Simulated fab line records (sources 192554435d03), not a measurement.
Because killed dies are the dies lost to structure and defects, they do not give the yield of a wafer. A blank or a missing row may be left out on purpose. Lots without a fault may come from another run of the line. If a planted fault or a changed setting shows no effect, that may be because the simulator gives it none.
One fault seen from 3 desks || flow n5-finfet || what lay behind the numbers comes last; until then each desk has only its own

THE DEFECT DESK
Counts from the inspections along the route, per lot, as means over the sampled wafers that have a number. Any lot whose mean is over 4 standard deviations away from the usual mean is out of limits and marked OUT; that distance is given in the brackets.
Columns: A = raw-defect-count at N5_BEOL_M3_INSPECT_59, usual 74
{"lot": "L557", "first seen here": "day 8 00:12", "A": 73}
{"lot": "L558", "first seen here": "day 8 00:49", "A": 78}
{"lot": "L559", "first seen here": "day 8 02:04", "A": 75}
{"lot": "L565", "first seen here": "day 9 13:25", "A": 74}
{"lot": "L569", "first seen here": "day 10 19:19", "A": 68}
{"lot": "L576", "first seen here": "day 12 08:23", "A": 73}
{"lot": "L577", "first seen here": "day 12 12:04", "A": 101}
{"lot": "L579", "first seen here": "day 13 03:32", "A": 49}
{"lot": "L578", "first seen here": "day 13 05:39", "A": 86}
This desk's verdict: no lot among the 9 shows anything out of limits.

AT THE METROLOGY DESK
What the gauges read for every lot (on any tool): the sampled wafers with a number, averaged. Any lot whose mean is over 4 standard deviations away from the usual mean is out of limits and marked OUT; that distance is given in the brackets. It has 11 readings, of which 7 appear: the earliest out of limits, and the ones furthest out on some lot.
Columns: A = M4_ILD_THK at N5_BEOL_M4_THK_MEAS_01, usual 79.3 nm; B = DIBL_N at N5_BEOL_M4_RC_MEAS_101, usual 36.4 mV/V; C = IOFF_N at N5_BEOL_M4_RC_MEAS_101, usual 0.164 nA/um; D = IOFF_P at N5_BEOL_M4_RC_MEAS_101, usual 0.214 nA/um; E = ION_P at N5_BEOL_M4_RC_MEAS_101, usual 463 uA/um; F = SS_N at N5_BEOL_M4_RC_MEAS_101, usual 71.5 mV/dec; G = VT_P at N5_BEOL_M4_RC_MEAS_101, usual -250.1 mV
{"lot": "L557", "first seen here": "day 8 00:18", "A": 78.0, "B": 37.3, "C": 0.148, "D": 0.218, "E": 465, "F": 71.3, "G": -248.3}
{"lot": "L558", "first seen here": "day 8 00:55", "A": 79.6, "B": 35.9, "C": 0.166, "D": 0.217, "E": 468, "F": 71.5, "G": -249.9}
{"lot": "L559", "first seen here": "day 8 02:10", "A": 79.4, "B": 35.4, "C": 0.133, "D": 0.159, "E": 447, "F": 71.4, "G": -255.2}
{"lot": "L565", "first seen here": "day 9 13:32", "A": "75.2 (-4.5) OUT", "B": 38.5, "C": 0.181, "D": 0.238, "E": 465, "F": 72.0, "G": -248.4}
{"lot": "L569", "first seen here": "day 10 19:25", "A": 79.3, "B": 33.4, "C": 0.124, "D": 0.182, "E": 462, "F": 70.8, "G": -250.6}
{"lot": "L576", "first seen here": "day 12 08:29", "A": 78.6, "B": 36.6, "C": 0.154, "D": 0.211, "E": 464, "F": 71.8, "G": -250.9}
{"lot": "L577", "first seen here": "day 12 12:10", "A": 78.9, "B": 35.1, "C": 0.154, "D": 0.177, "E": 457, "F": 71.5, "G": -253.8}
{"lot": "L579", "first seen here": "day 13 03:38", "A": 79.3, "B": 37.3, "C": 0.174, "D": 0.218, "E": 460, "F": 71.4, "G": -250.6}
{"lot": "L578", "first seen here": "day 13 05:45", "A": 79.3, "B": 35.9, "C": 0.151, "D": 0.212, "E": 462, "F": 71.7, "G": -250.1}
This desk finds L565 out of limits, with the earliest case on L565 at day 9 13:32 (M4_ILD_THK at N5_BEOL_M4_THK_MEAS_01). L557, L558, L559, L569, L576, L577, L579, L578 stayed within limits.

TOOL OWNER'S DESK, pecvd-04
The tool's own readings at N5_BEOL_M4_ILD_DEP_00 (deposits SiOC from DEMS/O2, target thk 79 nm, time 15.3 s): means of the sampled wafers that have a number, for each lot that ran on this tool. Any lot whose mean is over 4 standard deviations away from the usual mean is out of limits and marked OUT; that distance is given in the brackets.
Columns: A = chamber-pressure-Torr at N5_BEOL_M4_ILD_DEP_00, usual 4.999 Torr; B = heater-power-w at N5_BEOL_M4_ILD_DEP_00, usual 450 W; C = showerhead-plenum-p-Torr at N5_BEOL_M4_ILD_DEP_00, usual 5.699 Torr; D = susceptor-temp-C at N5_BEOL_M4_ILD_DEP_00, usual 350.03 C; E = throttle-valve-pct at N5_BEOL_M4_ILD_DEP_00, usual 12.1 %
{"lot": "L557", "first seen here": "day 8 00:14", "A": 5.004, "B": 414, "C": 5.702, "D": 350.12, "E": 12.3}
{"lot": "L559", "first seen here": "day 8 02:06", "A": 4.998, "B": 436, "C": 5.701, "D": 350.19, "E": 12.1}
{"lot": "L565", "first seen here": "day 9 13:28", "A": 5.001, "B": 423, "C": 5.687, "D": 349.87, "E": 12.5}
{"lot": "L576", "first seen here": "day 12 08:25", "A": 4.990, "B": 418, "C": 5.693, "D": 350.12, "E": 12.3}
{"lot": "L579", "first seen here": "day 13 03:34", "A": 4.999, "B": 392, "C": 5.690, "D": 350.12, "E": 12.4}
This desk's verdict: no lot among the 5 shows anything out of limits.

PUT TOGETHER
L565 would have let the metrology desk raise an alarm at day 9 13:32.
No out-of-limits result turned up at the defect desk.
The tool owner's desk saw nothing out of limits.
The defect desk has L565 on record, within its limits.
Tool owner's desk: L565 on record, inside its limits.
Every lot named ran N5_BEOL_M4_ILD_DEP_00 on pecvd-04.

WHAT HAD BEEN PUT IN BY THE SIMULATOR
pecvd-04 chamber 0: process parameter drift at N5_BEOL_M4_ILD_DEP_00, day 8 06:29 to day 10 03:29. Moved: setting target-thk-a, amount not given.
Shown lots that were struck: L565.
Per desk, hours elapsed from the start of the fault to the first reading out of limits: for the metrology desk, 31.
